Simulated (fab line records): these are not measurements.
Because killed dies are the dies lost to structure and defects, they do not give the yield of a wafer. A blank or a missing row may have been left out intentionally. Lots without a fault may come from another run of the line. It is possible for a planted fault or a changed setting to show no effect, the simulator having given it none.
Split-lot trial    flow n5Finfet    route with 1938 steps; 7 lots, 39 wafers read

## ABOUT THE SPLIT
At N5_BEOL_M2_ETCHBACK_99 (etches SiO2 in CHF3, target depth 5 nm, time 10.4 s), the setting timeS was moved away from the recipe's 10.4 s on 12 of the 39 wafers read, by -51.6% to +59.5%. The other wafers ran this setting at the recipe's value.

Reading taken at the split's own step.

## THE READING
CAR-EUV_of_BEOL_M2_COAT_22.thkNm (the simulator's own value, which no gauge read), in nm, at N5_BEOL_M2_ETCHBACK_99 (etches SiO2 in CHF3, target depth 5 nm, time 10.4 s). The file gives no usual value for it. The 27 wafers here that ran the recipe average 10.4 nm, standard deviation 0.076 nm.

wafer   tool, chamber at the split  timeS as run, s  against the recipe  CAR-EUV_of_BEOL_M2_COAT_22.thkNm, nm  against lot-mates on the recipe
L081.1  rieDiel-04, 2,1,3,2         10.4             recipe              10.4                                  -
L081.2  rieDiel-04, 2,1,3,2         10.4             recipe              10.4                                  -
L081.3  rieDiel-04, 2,1,3,2         10.4             recipe              10.4                                  -
L081.6  rieDiel-04, 2,1,3,2         10.4             recipe              10.4                                  -
L081.4  rieDiel-04, 1,3             10.4             recipe              10.6                                  -
L081.5  rieDiel-04, 1,3             10.4             recipe              10.6                                  -
L085.1  rieDiel-04, 2,1,2           10.4             recipe              10.4                                  -
L085.2  rieDiel-04, 2,1,2           10.4             recipe              10.4                                  -
L085.4  rieDiel-04, 2,1,2           10.4             recipe              10.4                                  -
L089.1  rieDiel-03, 1,2,2           10.4             recipe              10.4                                  -
L089.2  rieDiel-03, 1,2,2           10.4             recipe              10.4                                  -
L089.5  rieDiel-03, 1,2,2           10.4             recipe              10.4                                  -
L089.3  rieDiel-03, 3,1,3           12.79            +23.0%              10.2                                  -0.2
L089.4  rieDiel-03, 3,1,3           12.79            +23.0%              10.2                                  -0.2
L089.6  rieDiel-03, 3,1,3           12.79            +23.0%              10.2                                  -0.2
L090.1  rieDiel-03, 2,3,0,1,1       10.4             recipe              10.4                                  -
L090.2  rieDiel-03, 2,3,0,1,1       10.4             recipe              10.4                                  -
L090.3  rieDiel-03, 2,3,0,1,1       10.4             recipe              10.4                                  -
L090.4  rieDiel-03, 2,3,0,1,1       10.4             recipe              10.4                                  -
L090.6  rieDiel-03, 2,3,0,1,1       10.4             recipe              10.4                                  -
L090.5  rieDiel-03, 0               10.4             recipe              10.2                                  -
L091.1  rieDiel-02, 0,3,1           10.4             recipe              10.4                                  -
L091.2  rieDiel-02, 0,3,1           10.4             recipe              10.4                                  -
L091.4  rieDiel-02, 0,3,1           10.4             recipe              10.4                                  -
L091.3  rieDiel-02, 2,0             8.733            -16.0%              10.6                                  +0.2
L091.5  rieDiel-02, 2,0             8.733            -16.0%              10.6                                  +0.2
L091.6  rieDiel-02, 3               8.733            -16.0%              10.4                                  +0.0
L095.1  rieDiel-02, 2               10.4             recipe              10.6                                  -
L095.2  rieDiel-02, 1               16.59            +59.5%              10                                    -0.5
L095.3  rieDiel-02, 3               16.59            +59.5%              10.2                                  -0.3
L095.4  rieDiel-02, 3               16.59            +59.5%              10.2                                  -0.3
L095.5  rieDiel-02, 1,2             10.4             recipe              10.4                                  -
L095.6  rieDiel-02, 1,2             10.4             recipe              10.4                                  -
L096.1  rieDiel-02, 2               10.4             recipe              10.4                                  -
L096.4  rieDiel-02, 2               10.4             recipe              10.4                                  -
L096.5  rieDiel-02, 2               10.4             recipe              10.4                                  -
L096.2  rieDiel-02, 1               5.033            -51.6%              10.8                                  +0.4
L096.3  rieDiel-02, 1               5.033            -51.6%              10.8                                  +0.4
L096.6  rieDiel-02, 1               5.033            -51.6%              10.8                                  +0.4
When a row names more than one chamber, that row covers several wafers, and the file does not tell which wafer ran in which chamber.

THE FIT
A straight line over all 39 wafers: CAR-EUV_of_BEOL_M2_COAT_22.thkNm changes by -0.00623 nm for each +1% of timeS; r = -0.87; the points scatter about the line by 0.083 nm.
The same after taking each lot's own level away (the mean of its wafers on the recipe; 39 wafers): -0.00677 nm for each +1%; r = -0.91; scatter 0.072 nm.
Per that fit: largest timeS move, reading shift of 0.4 nm.
The lots' own levels span 10.37 to 10.47 nm, that is 1.3 times the standard deviation above.
Consequently the slope shifts little with the lot-to-lot level, the two slopes agreeing.
Check: with one of the wafers moved furthest among these (+59.5%) left out of the fit, the line predicts -0.379 nm for it against its lot-mates. It came out at -0.467 nm against them.

## THE OTHER SPLITS THESE WAFERS WENT THROUGH
Other splits were also applied to these wafers ahead of the reading. Each is held against what the fit with the lots' levels taken away leaves over:
other split on the same wafers                   wafers away from the commonest value  r with CAR-EUV_of_BEOL_M2_COAT_22.thkNm (lot level and that fit taken away)
N5_ZERO_LAYER_PECVD_02 timeS                     15                                    +0.06
N5_PMOS_HMC_CHANNEL_EPI_DEVELOP_08 developTimeS  15                                    -0.07
N5_SD_EPI_N_EPI_21 epiGrowthTimeS                12                                    -0.08
N5_MOL_CONTACT_COAG_ALD_133 aldCycles            15                                    -0.15

## THE WHOLE CHAIN: every reading that the file lists as answering this split, in the file's order
step                    what it does                                         reading                                                                            change (the file's fit)                                                           r (the file's)
N5_BEOL_M2_ETCHBACK_99  etches SiO2 in CHF3, target depth 5 nm, time 10.4 s  CAR-EUV_of_BEOL_M2_COAT_22.thkNm (the simulator's own value, which no gauge read)  -0.00675 nm for each +1% of the setting                                           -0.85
N5_BEOL_M2_OCD_MEAS_38                                                       trenchDepthNm                                                                      not straight: 4.9 at the lowest setting, 55.8 at the recipe, 56.0 at the highest  not given

## FILE'S OWN FIT
CAR-EUV_of_BEOL_M2_COAT_22.thkNm changes by -0.00675 nm for each +1% of timeS, r = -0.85.
